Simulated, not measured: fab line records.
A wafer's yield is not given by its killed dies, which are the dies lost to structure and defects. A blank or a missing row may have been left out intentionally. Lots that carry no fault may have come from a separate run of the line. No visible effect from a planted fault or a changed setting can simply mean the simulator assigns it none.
Problem report, 8D (eight disciplines) form, completed by code -- flow n5Finfet -- the parts of the form that need people (team, actions taken, sign-off) are left out

## 1. THE PROBLEM
Mean CJ_P at N5_BEOL_M4_RC_MEAS_101: 6.58 over 3 wafers in 2 lots; fault-free wafers: 5.74, standard deviation 0.16. Measured from the usual mean, that is +5.2 standard deviations.
The first sign was on wafer L547.4 at day 13 11:19, on prober-02. The record has a number at this step for 26 wafers belonging to 11 lots. Rule for "out", or "out of limits": more than 4 standard deviations from the usual mean. All remaining wafers that have a number are taken as sound.

## 2. WHAT IT IS, AND WHAT IT ISN'T
question,is,is not
which readings at this step,CJ_P,"DIBL_N, DIBL_P, IOFF_N, IOFF_P, ION_N, ION_P, SS_N, SS_P, VT_N, VT_P"
which lots,"L547, L549","L532, L533, L534, L536, L540, L542, L543, L544, L546"
which wafers of those lots,all that have a number,-
read on which gauges,"prober-01, prober-02",-
when,from day 13 11:19,up to then (23 sound wafers)

## 3. WHAT RULES OUT EACH SUSPECT
Counting: a tool at any process step up to the reading remains a suspect when it ran all the lots that are out and ran no sound lot after the first of those.
- the gauge at N5_BEOL_M4_RC_MEAS_101: ruled out. Those wafers that are out were read across 2 gauges (prober-01, prober-02).
- implanter-02 at N5_WELL_APT_IMPLANT_15: kept. It processed each lot that is out, first L547 at day 6 14:20, and no sound lot thereafter; up to then, the last sound lot it processed was L546 at day 6 08:20. Its own doseIonsCm2, faradayCurrentUA readings are out on those wafers.
Remaining after the count: implanter-02 at N5_WELL_APT_IMPLANT_15.

## 4. THE CAUSE (what the simulator had put in)
Drift in process parameters on implanter-02 at N5_WELL_APT_IMPLANT_15, starting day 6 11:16. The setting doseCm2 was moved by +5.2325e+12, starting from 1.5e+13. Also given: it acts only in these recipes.
Counting left only this tool.

## 5. SEQUENCE OF EFFECTS, ordered by route
Rows list readings where the struck wafers' mean (over those with a number) sits beyond 3 standard deviations from the usual. Only readings for which the record gives a usual standard deviation are gone through. hours: the time from each lot's start at the first step in this table that gives one to its start at this step, as a median over the lots. sigmas: the change in usual standard deviations.
hours,step,reading,usual,on struck wafers,change,sigmas
0,N5_WELL_APT_IMPLANT_15,doseIonsCm2,1.4995e+13,2.0219e+13,+5.2240e+12,+99 or more
0,N5_WELL_APT_IMPLANT_15,faradayCurrentUA,190,253,+63,+16
161,N5_BEOL_M4_RC_MEAS_101,CJ_P,5.74,6.58,+0.84,+5.2
It contains these process steps:
- N5_WELL_APT_IMPLANT_15

## 6. WHAT WOULD HAVE CAUGHT IT SOONER
168 hours passed between the start of the fault at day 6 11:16 and the first reading out of limits at a measuring or inspecting step in this record, taken at day 13 11:19.
The tool's own readings at N5_WELL_APT_IMPLANT_15 were out on every struck wafer that the step has a row for (doseIonsCm2, faradayCurrentUA): an alarm limit on them would have fired on the first of those.
Lots out: 2; all had begun N5_WELL_APT_IMPLANT_15 on implanter-02 by day 13 11:19. Holding the tool at that point would not have protected any of them.
